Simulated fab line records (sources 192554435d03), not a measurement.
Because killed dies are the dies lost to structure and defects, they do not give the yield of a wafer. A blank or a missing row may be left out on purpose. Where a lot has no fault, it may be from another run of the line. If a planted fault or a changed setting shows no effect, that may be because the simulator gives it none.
Lot-split experiment || flow n5_finfet || 21 wafers read from 7 lots, route of 1938 steps

## SPLIT DETAILS
At N5_MIM_BOT_ETCH_ETCH_00 (etches TiN in Cl2/BCl3, target depth 45.5 nm), the setting bias_w was moved away from the recipe's 126 W on 8 of the 21 wafers read, by -15.6% to +17.9%. The other wafers ran this setting at the recipe's value.

The reading comes from the split's own step.

## THE READING
etch.depth_nm (the simulator's own value, which no gauge read), in nm, at N5_MIM_BOT_ETCH_ETCH_00 (etches TiN in Cl2/BCl3, target depth 45.5 nm). The file gives no usual value for it. Across the 13 wafers here that went through the recipe, the average is 45.95 nm and the standard deviation 0.74 nm.

{"wafer": "L078.1", "tool, chamber at the split": "rie_metal-03, 0", "bias_w as run, W": 126, "against the recipe": "recipe", "etch.depth_nm, nm": 45.58, "against lot-mates on the recipe": "-"}
{"wafer": "L078.2", "tool, chamber at the split": "rie_metal-03, 1", "bias_w as run, W": 126, "against the recipe": "recipe", "etch.depth_nm, nm": 45.77, "against lot-mates on the recipe": "-"}
{"wafer": "L078.3", "tool, chamber at the split": "rie_metal-03, 1", "bias_w as run, W": 135.7, "against the recipe": "+7.7%", "etch.depth_nm, nm": 46.55, "against lot-mates on the recipe": "+0.88"}
{"wafer": "L079.1", "tool, chamber at the split": "rie_metal-03, 1", "bias_w as run, W": 106.3, "against the recipe": "-15.6%", "etch.depth_nm, nm": 42.58, "against lot-mates on the recipe": -2.83}
{"wafer": "L079.3", "tool, chamber at the split": "rie_metal-03, 1", "bias_w as run, W": 126, "against the recipe": "recipe", "etch.depth_nm, nm": 45.46, "against lot-mates on the recipe": "-"}
{"wafer": "L079.4", "tool, chamber at the split": "rie_metal-03, 0", "bias_w as run, W": 126, "against the recipe": "recipe", "etch.depth_nm, nm": 45.35, "against lot-mates on the recipe": "-"}
{"wafer": "L081.2", "tool, chamber at the split": "rie_metal-01, 0", "bias_w as run, W": 120, "against the recipe": "-4.8%", "etch.depth_nm, nm": 44.8, "against lot-mates on the recipe": -0.98}
{"wafer": "L081.5", "tool, chamber at the split": "rie_metal-01, 1", "bias_w as run, W": 126, "against the recipe": "recipe", "etch.depth_nm, nm": 45.78, "against lot-mates on the recipe": "-"}
{"wafer": "L081.6", "tool, chamber at the split": "rie_metal-01, 0", "bias_w as run, W": 120, "against the recipe": "-4.8%", "etch.depth_nm, nm": 44.71, "against lot-mates on the recipe": -1.07}
{"wafer": "L085.2", "tool, chamber at the split": "rie_metal-02, 0", "bias_w as run, W": 126, "against the recipe": "recipe", "etch.depth_nm, nm": 46.61, "against lot-mates on the recipe": "-"}
{"wafer": "L085.4", "tool, chamber at the split": "rie_metal-02, 1", "bias_w as run, W": 143.3, "against the recipe": "+13.7%", "etch.depth_nm, nm": 48.92, "against lot-mates on the recipe": "+2.31"}
{"wafer": "L085.6", "tool, chamber at the split": "rie_metal-02, 1", "bias_w as run, W": 143.3, "against the recipe": "+13.7%", "etch.depth_nm, nm": 49.21, "against lot-mates on the recipe": "+2.60"}
{"wafer": "L087.1", "tool, chamber at the split": "rie_metal-02, 0", "bias_w as run, W": 126, "against the recipe": "recipe", "etch.depth_nm, nm": 46.88, "against lot-mates on the recipe": "-"}
{"wafer": "L087.2", "tool, chamber at the split": "rie_metal-02, 1", "bias_w as run, W": 126, "against the recipe": "recipe", "etch.depth_nm, nm": 46.98, "against lot-mates on the recipe": "-"}
{"wafer": "L087.4", "tool, chamber at the split": "rie_metal-02, 1", "bias_w as run, W": 110.8, "against the recipe": "-12.1%", "etch.depth_nm, nm": 44.71, "against lot-mates on the recipe": -2.22}
{"wafer": "L091.1", "tool, chamber at the split": "rie_metal-02, 0", "bias_w as run, W": 126, "against the recipe": "recipe", "etch.depth_nm, nm": 46.7, "against lot-mates on the recipe": "-"}
{"wafer": "L091.2", "tool, chamber at the split": "rie_metal-02, 1", "bias_w as run, W": 126, "against the recipe": "recipe", "etch.depth_nm, nm": 46.98, "against lot-mates on the recipe": "-"}
{"wafer": "L091.4", "tool, chamber at the split": "rie_metal-02, 1", "bias_w as run, W": 148.6, "against the recipe": "+17.9%", "etch.depth_nm, nm": 50.1, "against lot-mates on the recipe": "+3.26"}
{"wafer": "L097.1", "tool, chamber at the split": "rie_metal-03, 1", "bias_w as run, W": 126, "against the recipe": "recipe", "etch.depth_nm, nm": 44.87, "against lot-mates on the recipe": "-"}
{"wafer": "L097.2", "tool, chamber at the split": "rie_metal-03, 0", "bias_w as run, W": 126, "against the recipe": "recipe", "etch.depth_nm, nm": 45.06, "against lot-mates on the recipe": "-"}
{"wafer": "L097.4", "tool, chamber at the split": "rie_metal-03, 0", "bias_w as run, W": 126, "against the recipe": "recipe", "etch.depth_nm, nm": 45.27, "against lot-mates on the recipe": "-"}

THE FIT
A straight line over all 21 wafers: etch.depth_nm changes by +0.204 nm for each +1% of bias_w; r = +0.91; the points scatter about the line by 0.73 nm.
The same after taking each lot's own level away (the mean of its wafers on the recipe; 21 wafers): +0.179 nm for each +1%; r = +0.99; scatter 0.16 nm.
According to that fit, moving bias_w by its largest amount changes the reading by 3.2 nm.
The lots' own levels span 45.067 to 46.930 nm, that is 2.5 times the standard deviation above.
Hence the slope depends on the lot-to-lot level, as the two fits are not the same.
Check: +3.14 nm against its lot-mates is what the line predicts for one of the wafers moved furthest among these (+17.9%) when that wafer is left out of the fit. Against them it came out at +3.26 nm.

## ADDITIONAL SPLITS CARRIED BY THESE WAFERS
Before the reading, these wafers also passed through other splits. Each is held against what the fit with the lots' levels taken away leaves over:
{"other split on the same wafers": "N5_BEOL_M14_EXPOSE_07 dose_mj", "wafers away from the commonest value": 3, "r with etch.depth_nm (lot level and that fit taken away)": "+0.07"}
{"other split on the same wafers": "N5_BEOL_M15_PEB_26 peb_temp_c", "wafers away from the commonest value": 9, "r with etch.depth_nm (lot level and that fit taken away)": -0.21}
{"other split on the same wafers": "N5_BEOL_M15_DEVELOP_27 develop_time_s", "wafers away from the commonest value": 10, "r with etch.depth_nm (lot level and that fit taken away)": -0.09}
{"other split on the same wafers": "N5_BEOL_M15_SPUTTER_44 power_w", "wafers away from the commonest value": 3, "r with etch.depth_nm (lot level and that fit taken away)": -0.05}
{"other split on the same wafers": "N5_BEOL_M15_CMP_49 down_force_psi", "wafers away from the commonest value": 4, "r with etch.depth_nm (lot level and that fit taken away)": -0.02}

## FILE'S OWN FIT
etch.depth_nm changes by +0.178 nm for each +1% of bias_w, r = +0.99.
